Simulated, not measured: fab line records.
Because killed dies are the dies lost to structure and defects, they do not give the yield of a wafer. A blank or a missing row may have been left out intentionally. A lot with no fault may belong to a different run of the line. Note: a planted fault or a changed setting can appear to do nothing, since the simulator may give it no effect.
Matching of chambers | flow nand harc | 4 sister chambers for NHARC_A_BLC_ALD_23 on ald metal-04
The step deposits TiN, target thk 3 nm, pulse time 1 s, ald cycles 150. 4 wafers are shown with their chamber, then 10 later ones without.

## EACH WAFER AND ITS CHAMBER
wafer  | chamber | heater power w (W)
L085.6 | 3       | 1093
L090.5 | 1       | 958
L091.3 | 2       | 1039
L091.4 | 0       | 1136

## WAFERS WITHOUT THEIR CHAMBER
wafer  | heater power w (W)
L091.6 | 1106
L092.1 | 1114
L092.3 | 1190
L092.6 | 967
L094.4 | 970
L094.5 | 1128
L094.6 | 1049
L097.2 | 980
L097.3 | 1202
L097.5 | 1117

## CHAMBER TAKEN BY EACH
wafer  | from the rows above          | in truth
L091.6 | can't be placed: 3 or 0 or 2 | 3
L092.1 | can't be placed: 3 or 0 or 2 | 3
L092.3 | can't be placed: 0 or 3      | 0
L092.6 | 1                            | 1
L094.4 | can't be placed: 1 or 2      | 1
L094.5 | can't be placed: 0 or 3      | 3
L094.6 | can't be placed: 2 or 3      | 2
L097.2 | can't be placed: 1 or 2      | 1
L097.3 | can't be placed: 0 or 3      | 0
L097.5 | can't be placed: 0 or 3 or 2 | 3
Placed correctly: 1 of 10. Not placeable from these rows: 9 (in 9, the candidates include the true chamber). Number placed wrongly: 0.
How it was worked out, from the rows above alone: a wafer's distance from a chamber is the root of the sum, over the readings, of the square of ((its reading less the chamber's mean) divided by the reading's scatter). The wafer belongs to the nearest chamber; if the next one is less than 2 further off, it can't be placed. The mean given for a chamber averages the wafers shown for that chamber. The scatter (one wafer shown for each chamber): square how far every hidden wafer sits from the nearest shown wafer, average those squares and take the square root.
